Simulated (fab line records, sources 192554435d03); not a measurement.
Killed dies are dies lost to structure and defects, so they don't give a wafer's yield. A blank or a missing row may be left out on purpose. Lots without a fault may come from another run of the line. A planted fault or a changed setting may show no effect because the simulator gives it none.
Chamber matching | flow n5_finfet | N5_BEOL_M4_DEP_57 on pecvd-03: 3 sister chambers
The step deposits SiCN from 3MS/NH3, target thk 8 nm, time 14 s. 6 wafers are shown with their chamber, then 12 later ones without.

WAFERS WITH THEIR CHAMBER
wafer  | chamber | throttle_valve_pct (%) | showerhead_plenum_p_Torr (Torr)
L087.3 | 2       | 9.0                    | 3.663
L087.5 | 0       | 9.0                    | 3.656
L088.1 | 0       | 8.9                    | 3.668
L089.1 | 1       | 8.4                    | 3.654
L089.5 | 2       | 9.3                    | 3.664
L089.6 | 1       | 8.4                    | 3.646

WAFERS WITHOUT THEIR CHAMBER
wafer  | throttle_valve_pct (%) | showerhead_plenum_p_Torr (Torr)
L091.1 | 8.9                    | 3.666
L091.2 | 8.2                    | 3.660
L091.6 | 8.9                    | 3.660
L092.1 | 8.5                    | 3.652
L092.3 | 8.9                    | 3.658
L092.4 | 9.1                    | 3.663
L095.2 | 9.2                    | 3.660
L095.3 | 8.2                    | 3.657
L095.5 | 8.9                    | 3.660
L097.1 | 9.0                    | 3.656
L097.3 | 9.2                    | 3.662
L097.5 | 9.0                    | 3.660

WHICH CHAMBER EACH WENT THROUGH
wafer  | from the rows above     | in truth
L091.1 | can't be placed: 0 or 2 | 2
L091.2 | 1                       | 1
L091.6 | can't be placed: 0 or 2 | 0
L092.1 | 1                       | 1
L092.3 | can't be placed: 0 or 2 | 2
L092.4 | can't be placed: 2 or 0 | 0
L095.2 | can't be placed: 2 or 0 | 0
L095.3 | 1                       | 1
L095.5 | can't be placed: 0 or 2 | 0
L097.1 | can't be placed: 0 or 2 | 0
L097.3 | can't be placed: 2 or 0 | 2
L097.5 | can't be placed: 0 or 2 | 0
Placed correctly: 3 of 12. Can't be placed from these rows: 9 (the true chamber is among the candidates in 9). Placed wrongly: 0.
How it was worked out, from the rows above alone: a wafer's distance from a chamber is the root of the sum, over the readings, of the square of ((its reading less the chamber's mean) divided by the reading's scatter). The wafer belongs to the nearest chamber; if the next one is less than 2 further off, it can't be placed. A chamber's mean is the mean of its shown wafers. The scatter: the root of (the sum of the squares of (reading less its chamber's mean) over the shown wafers, divided by (wafers less chambers)).
